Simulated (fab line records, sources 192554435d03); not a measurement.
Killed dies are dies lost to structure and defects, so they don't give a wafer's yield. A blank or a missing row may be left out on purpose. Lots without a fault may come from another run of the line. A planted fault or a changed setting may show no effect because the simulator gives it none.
Chamber matching | flow n5_finfet | N5_MOL_CONTACT_COAG_ETCH_91 on rie_diel-02: 4 sister chambers
The step etches SOC in N2/H2, target depth 60 nm, overetch 21 nm, time 101.2 s. 4 wafers are shown with their chamber, then 11 later ones without.

WAFERS WITH THEIR CHAMBER
wafer  | chamber | drypump_motor_current_A (A)
L084.3 | 2       | 4.8
L089.1 | 3       | 5.2
L089.5 | 0       | 5.9
L091.2 | 1       | 5.7

WAFERS WITHOUT THEIR CHAMBER
wafer  | drypump_motor_current_A (A)
L091.4 | 4.8
L091.6 | 5.6
L093.2 | 5.9
L093.4 | 4.8
L093.5 | 4.8
L094.1 | 5.7
L094.4 | 4.8
L094.5 | 5.9
L095.2 | 4.8
L095.5 | 4.8
L095.6 | 5.2

WHICH CHAMBER EACH WENT THROUGH
wafer  | from the rows above | in truth
L091.4 | 2                   | 2
L091.6 | 1                   | 1
L093.2 | 0                   | 0
L093.4 | 2                   | 2
L093.5 | 2                   | 2
L094.1 | 1                   | 1
L094.4 | 2                   | 2
L094.5 | 0                   | 0
L095.2 | 2                   | 2
L095.5 | 2                   | 2
L095.6 | 3                   | 3
Placed correctly: 11 of 11. Can't be placed from these rows: 0. Placed wrongly: 0.
How it was worked out, from the rows above alone: a wafer's distance from a chamber is the root of the sum, over the readings, of the square of ((its reading less the chamber's mean) divided by the reading's scatter). The wafer belongs to the nearest chamber; if the next one is less than 2 further off, it can't be placed. A chamber's mean is the mean of its shown wafers. The scatter: with one shown wafer a chamber, the root of the mean of the squares of how far each hidden wafer lies from its nearest shown one.
